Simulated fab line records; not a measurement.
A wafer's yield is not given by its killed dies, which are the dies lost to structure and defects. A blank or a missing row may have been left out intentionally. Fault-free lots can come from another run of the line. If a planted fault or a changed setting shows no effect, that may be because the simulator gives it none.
fab line records	flow nand_harc
record: lots: 24	wafers: 72	last_day: 24
route steps=1159 shown A_CONTACT@943 A_BLC@974 A_M0@1020 A_M1@1058 A_BONDPAD@1083
lots with no fault: from the same line, run without faults
start_h: the number of hours between the record's first day and the start of the first shown wafer of the lot	wait_h: hours since the lot's step before	" unchanged from the row above	L1.1+2: a row that stands for several wafers	- no value, or no start given	* or withheld: withheld	< > ~ a bound
route shown NAME@n: names a module that has steps shown in the file, with the first one's number in the route	usual: mean and standard deviation over wafers with no fault	same: alike in all rows	chamber/n: place in a boat	sites: per-site readings	_std_site: the values' standard deviation	_edge_site: outer sites' mean less inner sites'	radius_mm: how far each site lies from the wafer's centre	mask NAME#n: copy n	behind: the last tool/chamber to shape the wafer	hold: cause of the lot's hold/its duration in hours/its outcome	device: the transistor (n, p or np) that didn't switch	end of line: the route-end tests of the same wafers	step lacking rows: just its recipe	killed: at the first sort, the dies lost to defects and structure; wafer yield is something else	map: dies across one wafer; x = killed, . = not, _ = none there
set.NAME: the run value of the setting; set.NAME@STEP: its run value at that earlier step	model.NAME: the simulator's own value behind a step, which no gauge read
steps of the route over a sample of lots; a table a step, a row a wafer
services: from which hour (start_h, from the record's first day; less than 0 if before it) a tool's chamber was out of use, for how many hours, and why
== steps ==
step: NHARC_A_CONTACT_ETCH_134
recipe: source_w: withheld	pressure_mtorr: 20	bias_v: withheld	time_s: 140	target_depth_a: 7000	ar_flow_sccm: withheld	c4f8_flow_sccm: withheld	o2_flow_sccm: withheld	chemistry: C4F8/O2/Ar
usual: chamber_pressure_mTorr: 19.999/0.019
lot.wafer	tool	chamber	start_h	wait_h	chamber_pressure_mTorr	rf_hours_counter_h
L074.2	har_cap_etch-01	0	382.74	-	20.017	59
L074.1	"	1	"	"	20.013	59
L074.3	"	0	"	"	20.022	-
L077.2	har_cap_etch-01	1	385.06	-	19.993	60
L077.3	"	1	"	"	20.007	-
L077.5	"	0	"	"	19.969	-
L075.2	har_cap_etch-02	0	393.56	-	19.968	12
L075.3	"	1	"	"	20.004	-
L075.5	"	1	"	"	19.979	-
L076.2	har_cap_etch-01	0	395.21	-	20.009	62
L076.1	"	1	"	"	19.994	62
L076.3	"	0	"	"	19.979	-
L078.2	har_cap_etch-01	0	409.81	-	20.003	64
L078.4	"	0	"	"	19.990	-
L078.5	"	0	"	"	19.993	-
L080.1	har_cap_etch-02	1	415.17	-	20.015	16
L080.2	"	0	"	"	19.987	16
L080.4	"	0	"	"	19.995	-
L079.2	har_cap_etch-01	1	416.51	-	20.021	65
L079.5	"	0	"	"	19.990	-
L079.6	"	1	"	"	19.977	-
L081.3	har_cap_etch-02	1	422.65	-	20.008	-
L081.6	"	1	"	"	19.994	-
L081.5	"	0	"	"	19.998	-
L082.1	har_cap_etch-03	0	437.25	-	20.019	91
L082.4	"	1	"	"	19.999	-
L082.5	"	0	"	"	19.969	-
L083.1	har_cap_etch-03	1	441.17	-	19.998	92
L083.6	"	1	"	"	20.006	-
L083.5	"	0	"	"	20.008	-
L087.3	har_cap_etch-03	1	445.49	-	20.003	-
L087.5	"	1	"	"	20.015	-
L087.6	"	0	"	"	20.001	-
L084.4	har_cap_etch-03	0	449.56	-	20.014	-
L084.6	"	0	"	"	19.991	-
L084.5	"	1	"	"	19.980	-
L086.2	har_cap_etch-01	0	454.20	-	20.007	72
L086.1	"	1	"	"	20.020	72
L086.3	"	1	"	"	20.018	-
L085.2	har_cap_etch-03	0	454.96	-	20.004	94
L085.3	"	0	"	"	19.971	-
L085.5	"	1	"	"	19.991	-
L088.3	har_cap_etch-02	1	478.29	-	19.996	-
L088.6	"	0	"	"	20.000	-
L088.5	"	1	"	"	19.996	-
L089.2	har_cap_etch-02	0	480.64	-	20.001	29
L089.3	"	1	"	"	20.002	-
L089.5	"	1	"	"	19.970	-
L092.1	har_cap_etch-02	1	483.22	-	20.022	29
L092.2	"	0	"	"	19.985	29
L092.4	"	1	"	"	19.961	-
L093.1	har_cap_etch-01	1	490.17	-	20.034	78
L093.3	"	0	"	"	20.027	-
L093.6	"	0	"	"	19.978	-
L090.1	har_cap_etch-02	0	491.89	-	19.969	30
L090.4	"	0	"	"	20.029	-
L090.5	"	1	"	"	19.998	-
L091.1	har_cap_etch-03	1	497.25	-	20.000	101
L091.4	"	0	"	"	20.001	-
L091.3	"	1	"	"	20.030	-
L094.2	har_cap_etch-02	1	508.45	-	19.997	32
L094.4	"	1	"	"	20.005	-
L094.3	"	0	"	"	19.997	-
L095.3	har_cap_etch-03	1	520.40	-	20.018	-
L095.6	"	0	"	"	20.013	-
L095.5	"	1	"	"	20.004	-
L096.1	har_cap_etch-02	0	520.44	-	19.994	35
L096.5	"	0	"	"	19.997	-
L096.6	"	1	"	"	19.999	-
L097.1	har_cap_etch-02	1	523.36	-	19.978	36
L097.2	"	0	"	"	20.043	36
L097.3	"	1	"	"	19.975	-
step: NHARC_A_BLC_CD_MEAS_10
recipe: target_cd_nm: 100	landing_energy_ev: 500
usual: cd_nm: 100.0/0.64
lot.wafer	tool	chamber	start_h	wait_h	cd_nm
L074.1	cd_sem-03	0	390.80	-	100.4
L074.2	"	0	"	"	100.7
L074.3	"	0	"	"	99.8
L077.2	cd_sem-01	0	398.23	-	100.2
L077.3	"	0	"	"	100.5
L077.5	"	0	"	"	100.0
L075.2	cd_sem-02	0	401.81	-	99.8
L075.3	"	0	"	"	100.4
L075.5	"	0	"	"	100.1
L076.1	cd_sem-03	0	403.29	-	100.4
L076.2	"	0	"	"	100.7
L076.3	"	0	"	"	100.9
L078.2	cd_sem-03	0	418.83	-	99.7
L078.4	"	0	"	"	100.6
L078.5	"	0	"	"	100.7
L080.1	cd_sem-03	0	419.57	-	100.2
L080.2	"	0	"	"	101.2
L080.4	"	0	"	"	99.9
L079.2	cd_sem-02	0	420.72	-	101.1
L079.5	"	0	"	"	100.4
L079.6	"	0	"	"	100.6
L081.3	cd_sem-01	0	432.15	-	99.0
L081.5	"	0	"	"	100.3
L081.6	"	0	"	"	100.2
L082.1	cd_sem-02	0	444.85	-	100.1
L082.4	"	0	"	"	100.5
L082.5	"	0	"	"	99.4
L083.1	cd_sem-01	0	445.55	-	100.4
L083.5	"	0	"	"	100.3
L083.6	"	0	"	"	100.1
L087.3	cd_sem-01	0	449.99	-	100.5
L087.5	"	0	"	"	99.4
L087.6	"	0	"	"	100.2
L084.4	cd_sem-02	0	453.86	-	100.1
L084.5	"	0	"	"	99.1
L084.6	"	0	"	"	100.3
L086.1	cd_sem-02	0	463.69	-	98.6
L086.2	"	0	"	"	98.7
L086.3	"	0	"	"	99.3
L085.2	cd_sem-03	0	464.44	-	99.2
L085.3	"	0	"	"	99.7
L085.5	"	0	"	"	99.0
L088.3	cd_sem-01	0	485.33	-	99.4
L088.5	"	0	"	"	99.9
L088.6	"	0	"	"	100.5
L089.2	cd_sem-03	0	486.19	-	99.6
L089.3	"	0	"	"	100.1
L089.5	"	0	"	"	98.4
L092.1	cd_sem-01	0	492.43	-	99.1
L092.2	"	0	"	"	98.9
L092.4	"	0	"	"	100.7
L093.1	cd_sem-01	0	498.81	-	100.0
L093.3	"	0	"	"	98.6
L093.6	"	0	"	"	99.4
L090.1	cd_sem-02	0	499.55	-	100.4
L090.4	"	0	"	"	100.9
L090.5	"	0	"	"	100.6
L091.1	cd_sem-02	0	507.39	-	99.8
L091.3	"	0	"	"	99.9
L091.4	"	0	"	"	101.0
L094.2	cd_sem-01	0	514.83	-	101.4
L094.3	"	0	"	"	99.5
L094.4	"	0	"	"	100.6
L095.3	cd_sem-02	0	524.59	-	99.5
L095.5	"	0	"	"	100.1
L095.6	"	0	"	"	100.2
L096.1	cd_sem-03	0	525.35	-	100.1
L096.5	"	0	"	"	99.1
L096.6	"	0	"	"	98.9
L097.1	cd_sem-02	0	531.40	-	100.8
L097.2	"	0	"	"	101.2
L097.3	"	0	"	"	101.5
step: NHARC_A_M0_THK_MEAS_24
recipe: thk_meas_gauge: xrf
usual: thk_nm: 113.8/1.7
lot.wafer	tool	chamber	start_h	wait_h	thk_nm
L074.1	film_metro-01	-	402.09	-	111.6
L074.2	"	-	"	"	112.5
L074.3	"	-	"	"	114.6
L077.2	film_metro-01	-	405.48	-	111.7
L077.3	"	-	"	"	113.4
L077.5	"	-	"	"	111.7
L075.2	film_metro-02	-	412.50	-	112.1
L075.3	"	-	"	"	113.4
L075.5	"	-	"	"	114.5
L076.1	film_metro-01	-	413.07	-	115.4
L076.2	"	-	"	"	112.2
L076.3	"	-	"	"	114.5
L078.2	film_metro-02	-	425.54	-	111.8
L078.4	"	-	"	"	112.3
L078.5	"	-	"	"	113.9
L080.1	film_metro-02	-	430.11	-	113.8
L080.2	"	-	"	"	114.7
L080.4	"	-	"	"	112.4
L079.2	film_metro-02	-	430.59	-	113.3
L079.5	"	-	"	"	110.2
L079.6	"	-	"	"	112.0
L081.3	film_metro-02	-	441.26	-	114.8
L081.5	"	-	"	"	113.8
L081.6	"	-	"	"	114.8
L082.1	film_metro-01	-	451.77	-	110.5
L082.4	"	-	"	"	110.1
L082.5	"	-	"	"	112.8
L083.1	film_metro-01	-	452.39	-	112.3
L083.5	"	-	"	"	113.3
L083.6	"	-	"	"	111.9
L087.3	film_metro-01	-	456.94	-	112.0
L087.5	"	-	"	"	112.5
L087.6	"	-	"	"	115.6
L084.4	film_metro-02	-	461.32	-	113.3
L084.5	"	-	"	"	112.2
L084.6	"	-	"	"	113.1
L085.2	film_metro-01	-	473.05	-	112.0
L085.3	"	-	"	"	114.0
L085.5	"	-	"	"	113.5
L086.1	film_metro-02	-	473.18	-	116.5
L086.2	"	-	"	"	115.8
L086.3	"	-	"	"	113.8
L088.3	film_metro-01	-	496.82	-	115.4
L088.5	"	-	"	"	113.8
L088.6	"	-	"	"	114.5
L089.2	film_metro-02	-	497.23	-	113.6
L089.3	"	-	"	"	114.7
L089.5	"	-	"	"	115.4
L092.1	film_metro-01	-	502.24	-	112.4
L092.2	"	-	"	"	114.0
L092.4	"	-	"	"	110.8
L093.1	film_metro-01	-	510.87	-	114.0
L093.3	"	-	"	"	117.0
L093.6	"	-	"	"	113.6
L090.1	film_metro-01	-	511.80	-	115.6
L090.4	"	-	"	"	112.5
L090.5	"	-	"	"	113.3
L091.1	film_metro-02	-	517.25	-	115.2
L091.3	"	-	"	"	110.4
L091.4	"	-	"	"	111.2
L094.2	film_metro-02	-	521.51	-	116.5
L094.3	"	-	"	"	116.7
L094.4	"	-	"	"	113.8
L095.3	film_metro-02	-	535.73	-	114.5
L095.5	"	-	"	"	115.5
L095.6	"	-	"	"	112.3
L096.1	film_metro-01	-	536.04	-	116.0
L096.5	"	-	"	"	113.5
L096.6	"	-	"	"	114.8
L097.1	film_metro-02	-	539.63	-	113.4
L097.2	"	-	"	"	115.9
L097.3	"	-	"	"	116.9
step: NHARC_A_M1_DEP_33
recipe: target_thk_a: 300	temp_c: 370	target_thk_nm: 30	pressure_torr: 3	flow_sccm: 200	rf_w: 450	material: SiCN
usual: heater_power_w: 595/72
lot.wafer	tool	chamber	start_h	wait_h	heater_power_w
L074.2	pecvd-03	0	406.92	0.1	622
L074.3	"	1	"	"	651
L074.1	"	2	"	"	512
L077.3	pecvd-03	0	409.95	0.1	622
L077.2	"	2	"	"	516
L077.5	"	2	"	"	534
L075.3	pecvd-04	2	417.43	0.1	618
L075.2	"	1	"	"	483
L075.5	"	1	"	"	497
L076.1	pecvd-04	0	418.26	0.1	456
L076.2	"	1	"	"	563
L076.3	"	2	"	"	592
L078.2	pecvd-03	1	429.93	0.1	716
L078.4	"	1	"	"	717
L078.5	"	2	"	"	478
L080.1	pecvd-03	1	434.87	0.1	625
L080.2	"	2	"	"	531
L080.4	"	2	"	"	521
L079.2	pecvd-04	1	435.65	0.1	550
L079.5	"	1	"	"	569
L079.6	"	0	"	"	509
L081.3	pecvd-01	0	446.24	0.2	670
L081.6	"	1	"	"	673
L081.5	"	0	"	"	676
L082.1	pecvd-04	0	456.19	0.1	483
L082.4	"	2	"	"	638
L082.5	"	1	"	"	517
L083.1	pecvd-04	2	457.06	0.1	574
L083.5	"	1	"	"	553
L083.6	"	2	"	"	588
L087.3	pecvd-03	0	461.56	0.1	573
L087.6	"	2	"	"	541
L087.5	"	1	"	"	699
L084.6	pecvd-03	0	466.00	0.2	657
L084.4	"	1	"	"	577
L084.5	"	2	"	"	561
L085.3	pecvd-04	1	477.50	0.1	562
L085.2	"	2	"	"	690
L085.5	"	0	"	"	462
L086.1	pecvd-01	1	477.63	0.1	631
L086.2	"	2	"	"	598
L086.3	"	0	"	"	630
L088.3	pecvd-03	0	501.37	0.1	604
L088.5	"	1	"	"	707
L088.6	"	0	"	"	629
L089.2	pecvd-04	2	501.83	0.1	671
L089.3	"	0	"	"	484
L089.5	"	0	"	"	488
L092.1	pecvd-01	0	506.91	0.1	567
L092.2	"	1	"	"	633
L092.4	"	2	"	"	642
L093.3	pecvd-01	0	515.36	0.1	665
L093.1	"	1	"	"	692
L093.6	"	1	"	"	710
L090.1	pecvd-04	0	516.22	0.1	536
L090.4	"	0	"	"	524
L090.5	"	1	"	"	501
L091.1	pecvd-03	0	521.66	0.1	648
L091.3	"	2	"	"	484
L091.4	"	0	"	"	629
L094.3	pecvd-01	1	525.94	0.1	664
L094.2	"	2	"	"	602
L094.4	"	2	"	"	623
L096.1	pecvd-03	0	541.13	0.1	575
L096.6	"	0	"	"	584
L096.5	"	2	"	"	488
L095.3	pecvd-01	0	541.52	0.1	635
L095.5	"	2	"	"	700
L095.6	"	0	"	"	624
L097.2	pecvd-01	0	543.98	0.1	660
L097.3	"	1	"	"	619
L097.1	"	2	"	"	665
step: NHARC_A_BONDPAD_PRE_CLEAN_26
recipe: time_s: 30	temp_c: 280	gas: H2/He
usual: heater_power_w: 416/41
lot.wafer	tool	chamber	start_h	wait_h	heater_power_w
L074.2	pvd_sputter-01	-	-	-	357
L074.3	"	-	"	"	365
L074.1	"	-	"	"	404
L077.2	pvd_sputter-02	-	-	-	497
L077.3	"	-	"	"	387
L077.5	"	-	"	"	494
L075.2	pvd_sputter-01	-	-	-	418
L075.3	"	-	"	"	362
L075.5	"	-	"	"	401
L076.3	pvd_sputter-01	-	-	-	362
L076.1	"	-	"	"	374
L076.2	"	-	"	"	405
L078.2	pvd_sputter-02	-	-	-	456
L078.4	"	-	"	"	370
L078.5	"	-	"	"	389
L080.4	pvd_sputter-02	-	-	-	383
L080.1	"	-	"	"	373
L080.2	"	-	"	"	481
L079.2	pvd_sputter-01	-	-	-	425
L079.5	"	-	"	"	363
L079.6	"	-	"	"	373
L081.3	pvd_sputter-03	-	-	-	382
L081.6	"	-	"	"	453
L081.5	"	-	"	"	394
L082.4	pvd_sputter-02	-	-	-	375
L082.1	"	-	"	"	481
L082.5	"	-	"	"	444
L083.1	pvd_sputter-02	-	-	-	444
L083.5	"	-	"	"	393
L083.6	"	-	"	"	447
L087.3	pvd_sputter-02	-	-	-	441
L087.6	"	-	"	"	383
L087.5	"	-	"	"	481
L084.4	pvd_sputter-01	-	-	-	353
L084.6	"	-	"	"	409
L084.5	"	-	"	"	414
L085.3	pvd_sputter-02	-	-	-	375
L085.2	"	-	"	"	392
L085.5	"	-	"	"	479
L086.1	pvd_sputter-01	-	-	-	422
L086.3	"	-	"	"	368
L086.2	"	-	"	"	373
L088.3	pvd_sputter-03	-	-	-	398
L088.5	"	-	"	"	480
L088.6	"	-	"	"	398
L089.3	pvd_sputter-02	-	-	-	372
L089.2	"	-	"	"	368
L089.5	"	-	"	"	456
L092.4	pvd_sputter-02	-	-	-	472
L092.2	"	-	"	"	377
L092.1	"	-	"	"	375
L093.3	pvd_sputter-02	-	-	-	485
L093.1	"	-	"	"	375
L093.6	"	-	"	"	386
L090.4	pvd_sputter-02	-	-	-	384
L090.1	"	-	"	"	461
L090.5	"	-	"	"	453
L091.1	pvd_sputter-03	-	-	-	415
L091.3	"	-	"	"	474
L091.4	"	-	"	"	404
L094.4	pvd_sputter-02	-	-	-	377
L094.2	"	-	"	"	470
L094.3	"	-	"	"	380
L096.1	pvd_sputter-01	-	-	-	405
L096.5	"	-	"	"	363
L096.6	"	-	"	"	374
L095.3	pvd_sputter-03	-	-	-	411
L095.5	"	-	"	"	473
L095.6	"	-	"	"	402
L097.3	pvd_sputter-03	-	-	-	473
L097.1	"	-	"	"	400
L097.2	"	-	"	"	459
step: NHARC_A_BONDPAD_CMP_19
recipe: t_overpolish_s: 30	cu_recess_touch_s: 16	target_thk_nm: 169.8
usual: motor_current_A: 11.5/1.3	overpolish_run_s: 30.002/0.0088	slurry_filter_dp_kPa: 13.50/0.14
same: t_overpolish_s: 30
lot.wafer	tool	chamber	start_h	wait_h	motor_current_A	overpolish_run_s	slurry_filter_dp_kPa
L074.1	cmp-03	1	410.83	-	10.0	29.992	13.61
L074.3	"	3	"	"	11.9	30.004	13.59
L074.2	"	0	"	"	11.9	30.000	13.45
L077.3	cmp-03	2	413.99	-	8.9	30.012	13.39
L077.2	"	3	"	"	11.8	30.018	13.23
L077.5	"	2	"	"	9.0	30.011	13.27
L075.2	cmp-02	1	421.77	-	13.2	30.014	13.44
L075.3	"	3	"	"	12.1	30.012	13.31
L075.5	"	1	"	"	12.8	30.002	13.69
L076.3	cmp-03	3	422.32	-	11.4	30.012	13.30
L076.2	"	0	"	"	12.0	30.019	13.55
L076.1	"	2	"	"	9.4	29.996	13.50
L078.4	cmp-03	3	433.97	-	11.4	29.994	13.65
L078.2	"	0	"	"	11.2	30.012	13.56
L078.5	"	1	"	"	10.6	30.000	13.54
L080.2	cmp-03	3	439.25	-	12.0	30.005	13.51
L080.4	"	0	"	"	11.5	29.996	13.47
L080.1	"	1	"	"	10.7	29.991	13.71
L079.2	cmp-02	1	439.94	-	12.8	30.025	13.54
L079.5	"	2	"	"	12.2	30.016	13.44
L079.6	"	3	"	"	12.5	30.002	13.56
L081.3	cmp-04	3	451.22	-	12.5	29.994	13.56
L081.5	"	0	"	"	11.1	30.005	13.54
L081.6	"	1	"	"	10.1	30.010	13.70
L082.1	cmp-03	1	460.21	-	10.2	30.016	13.53
L082.4	"	3	"	"	11.6	30.000	13.56
L082.5	"	0	"	"	11.8	29.996	13.46
L083.1	cmp-02	0	461.41	-	11.5	30.002	13.29
L083.5	"	1	"	"	13.1	30.005	13.31
L083.6	"	2	"	"	13.8	29.973	13.61
L087.3	cmp-03	3	465.49	-	11.8	29.994	13.41
L087.6	"	2	"	"	8.7	30.000	13.41
L087.5	"	3	"	"	11.6	30.003	13.47
L084.4	cmp-03	0	469.98	-	12.5	30.008	13.64
L084.5	"	3	"	"	11.7	29.992	13.85
L084.6	"	0	"	"	12.0	30.022	13.40
L085.3	cmp-04	2	481.37	-	11.6	30.001	13.45
L085.2	"	3	"	"	12.9	29.997	13.52
L085.5	"	2	"	"	11.1	30.017	13.53
L086.1	cmp-02	1	481.68	-	13.1	29.984	13.45
L086.2	"	2	"	"	12.9	29.996	13.59
L086.3	"	3	"	"	12.1	30.012	13.62
L088.3	cmp-03	1	505.61	-	10.3	29.998	13.37
L088.6	"	2	"	"	9.1	30.014	13.61
L088.5	"	3	"	"	11.9	29.992	13.82
L089.3	cmp-03	0	506.21	-	11.8	30.016	13.52
L089.2	"	1	"	"	10.9	29.998	13.62
L089.5	"	2	"	"	9.4	29.993	13.45
L092.2	cmp-02	1	510.88	-	13.2	29.996	13.69
L092.1	"	3	"	"	11.8	29.993	13.33
L092.4	"	0	"	"	11.9	30.006	13.32
L093.3	cmp-02	3	519.78	-	12.3	30.010	13.39
L093.1	"	0	"	"	12.4	30.011	13.76
L093.6	"	2	"	"	12.8	30.016	13.42
L090.4	cmp-02	1	520.45	-	13.7	29.998	13.41
L090.1	"	3	"	"	12.0	30.004	13.41
L090.5	"	1	"	"	13.1	29.985	13.46
L091.4	cmp-02	2	526.09	-	12.3	30.018	13.39
L091.1	"	0	"	"	12.0	30.000	13.69
L091.3	"	1	"	"	13.3	29.998	13.41
L094.3	cmp-03	0	529.84	-	11.9	30.003	13.51
L094.4	"	1	"	"	10.8	29.996	13.55
L094.2	"	2	"	"	9.0	29.993	13.46
L096.1	cmp-02	1	545.18	-	12.1	30.006	13.58
L096.6	"	2	"	"	12.3	30.001	13.64
L096.5	"	3	"	"	11.7	30.011	13.42
L095.3	cmp-03	0	545.51	-	12.2	30.014	13.33
L095.5	"	1	"	"	10.5	30.004	13.64
L095.6	"	2	"	"	8.6	30.006	13.72
L097.2	cmp-02	1	548.11	-	12.7	30.008	13.58
L097.3	"	2	"	"	13.6	29.998	13.33
L097.1	"	3	"	"	11.9	29.998	13.63
== services ==
tool	chamber	start_h	hours	kind
pvd_sputter-01	-	368.83	10.0	pm
cmp-03	-	372.80	4.0	pm
pecvd-04	-	376.00	13.0	pm
pvd_sputter-02	-	393.43	10.0	pm
cmp-02	-	403.79	0.5	repair
har_cap_etch-03	-	407.80	0.5	repair
pecvd-01	-	418.40	13.0	pm
pvd_sputter-02	-	420.11	0.6	repair
cmp-02	-	422.54	4.0	pm
pecvd-01	2	435.20	15.0	repair
pvd_sputter-02	-	446.17	0.8	repair
cmp-02	-	448.51	0.5	repair
pecvd-03	-	448.93	0.7	repair
pvd_sputter-02	-	467.44	6.9	repair
cmp-03	-	470.80	4.0	pm
pecvd-03	-	473.55	13.0	pm
pecvd-04	1	489.99	3.5	repair
pecvd-01	-	494.06	0.3	repair
cmp-02	-	495.06	2.0	repair
pvd_sputter-02	-	507.50	2.0	repair
cmp-02	-	520.59	4.0	pm
cmp-02	-	527.37	1.1	repair
cmp-02	-	536.04	0.7	repair
pvd_sputter-02	-	547.36	4.1	repair
== key ==
fault none
